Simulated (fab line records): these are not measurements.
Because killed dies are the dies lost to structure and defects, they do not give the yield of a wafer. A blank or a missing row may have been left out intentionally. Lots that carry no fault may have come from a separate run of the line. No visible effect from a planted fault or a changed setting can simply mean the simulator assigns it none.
Chamber matching -- flow n5Finfet -- N5_BEOL_M14_ETCH_67 on rieDiel-04: 4 sister chambers
The step etches SiARC in CF4, target depth 143 nm, time 238.3 s. 4 wafers are shown with their chamber, then 12 later ones without.

== WAFERS WITH THEIR CHAMBER ==
wafer,chamber,drypumpMotorCurrentA (A)
L086.5,1,5.6
L086.6,2,5.2
L087.2,0,6.1
L087.6,3,5.1

== WAFERS WITHOUT THEIR CHAMBER ==
wafer,drypumpMotorCurrentA (A)
L092.1,5.2
L092.2,6.1
L092.5,5.6
L094.1,6.1
L094.5,5.5
L094.6,5.1
L082.1,5.1
L082.3,6.1
L082.6,5.2
L093.1,5.6
L093.4,5.1
L093.5,5.6

== WHICH CHAMBER EACH ONE RAN IN ==
wafer,from the rows above,in truth
L092.1,2,2
L092.2,0,0
L092.5,1,1
L094.1,0,0
L094.5,1,1
L094.6,3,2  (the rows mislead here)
L082.1,3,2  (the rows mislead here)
L082.3,0,0
L082.6,2,2
L093.1,1,1
L093.4,3,3
L093.5,1,1
Placed correctly: 10 of 12. Not placeable from these rows: 0. 2 placed wrongly.
How it was worked out, from the rows above alone: a wafer's distance from a chamber is the root of the sum, over the readings, of the square of ((its reading less the chamber's mean) divided by the reading's scatter). If the next closest chamber is less than 2 further off than the closest, the wafer can't be placed; otherwise it belongs to the closest. For every chamber, the mean is computed from those of its wafers that are shown. The scatter (one wafer shown for each chamber): square how far every hidden wafer sits from the nearest shown wafer, average those squares and take the square root.
